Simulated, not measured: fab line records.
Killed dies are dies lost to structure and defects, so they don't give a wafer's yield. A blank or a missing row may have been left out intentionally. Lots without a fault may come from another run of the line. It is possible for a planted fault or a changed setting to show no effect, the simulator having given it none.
Split-lot experiment | flow n5 finfet | 21 wafers read from 7 lots, route of 1938 steps

ABOUT THE SPLIT
At N5_PASSIVATION_PECVD_35 (deposits SiNx from SiH4/NH3/N2, target thk 700 nm, time 151.3 s), the setting time s was moved away from the recipe's 151.3 s on 3 of the 21 wafers read, by -5.2% to -4.7%. For the rest of the wafers, this setting stayed at what the recipe calls for.

The reading is taken at the split's own step.

THE READING
SiNx_of_PASSIVATION_PECVD_35.thk nm (the simulator's own value, which no gauge read), in nm, at N5_PASSIVATION_PECVD_35 (deposits SiNx from SiH4/NH3/N2, target thk 700 nm, time 151.3 s). There is no usual value for it anywhere in the file. Average 696.4 nm, standard deviation 7.7 nm, over the 18 wafers here run with the recipe.

wafer  | tool, chamber at the split | time s as run, s | against the recipe | SiNx_of_PASSIVATION_PECVD_35.thk nm, nm | against lot-mates on the recipe
L078.2 | pecvd-04, 1                | 151.3            | recipe             | 691.8                                   | -
L078.3 | pecvd-04, 0                | 144.2            | -4.7%              | 656.4                                   | -40.9
L078.4 | pecvd-04, 1                | 151.3            | recipe             | 702.8                                   | -
L082.1 | pecvd-04, 0                | 151.3            | recipe             | 687.6                                   | -
L082.4 | pecvd-04, 1                | 151.3            | recipe             | 704.8                                   | -
L082.5 | pecvd-04, 2                | 151.3            | recipe             | 697.2                                   | -
L086.1 | pecvd-01, 0                | 151.3            | recipe             | 679.4                                   | -
L086.3 | pecvd-01, 2                | 151.3            | recipe             | 687.4                                   | -
L086.4 | pecvd-01, 1                | 151.3            | recipe             | 697.8                                   | -
L085.3 | pecvd-01, 0                | 151.3            | recipe             | 683.6                                   | -
L085.5 | pecvd-01, 2                | 151.3            | recipe             | 697.8                                   | -
L085.6 | pecvd-01, 0                | 151.3            | recipe             | 702.4                                   | -
L094.2 | pecvd-03, 0                | 151.3            | recipe             | 697.8                                   | -
L094.4 | pecvd-03, 2                | 151.3            | recipe             | 698                                     | -
L094.5 | pecvd-03, 0                | 151.3            | recipe             | 705                                     | -
L095.1 | pecvd-01, 0                | 143.5            | -5.2%              | 660.4                                   | -46.8
L095.3 | pecvd-01, 2                | 143.5            | -5.2%              | 654                                     | -53.2
L095.6 | pecvd-01, 2                | 151.3            | recipe             | 707.2                                   | -
L096.3 | pecvd-04, 1                | 151.3            | recipe             | 697.8                                   | -
L096.5 | pecvd-04, 2                | 151.3            | recipe             | 705                                     | -
L096.6 | pecvd-04, 0                | 151.3            | recipe             | 692.2                                   | -

FIT RESULTS
A straight line over all 21 wafers: SiNx_of_PASSIVATION_PECVD_35.thk nm changes by +7.87 nm for each +1% of time s; r = +0.88; the points scatter about the line by 7.6 nm.
The same after taking each lot's own level away (the mean of its wafers on the recipe; 21 wafers): +9.41 nm for each +1%; r = +0.94; scatter 6.2 nm.
Per that fit: largest time s move, reading shift of 49 nm.
The lots' own levels span 688.20 to 707.20 nm, that is 2.5 times the standard deviation above.
Thus the slope moves with the lot-to-lot level: the two fits are different.
Check: -49.5 nm against its lot-mates is what the line predicts for one of the wafers moved furthest among these (-5.2%) when that wafer is left out of the fit. It came out at -46.8 nm against them.

THESE WAFERS: OTHER SPLITS
These wafers also went through other splits before the reading. Each is held against what the fit with the lots' levels taken away leaves over:
other split on the same wafers | wafers away from the commonest value | r with SiNx_of_PASSIVATION_PECVD_35.thk nm (lot level and that fit taken away)
N5_BEOL_M15_PEB_26 peb time s  | 4                                    | -0.16
N5_PASSIVATION_PECVD_53 temp c | 10                                   | +0.14

FILE'S OWN FIT
SiNx_of_PASSIVATION_PECVD_35.thk nm changes by +9.25 nm for each +1% of time s, r = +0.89.
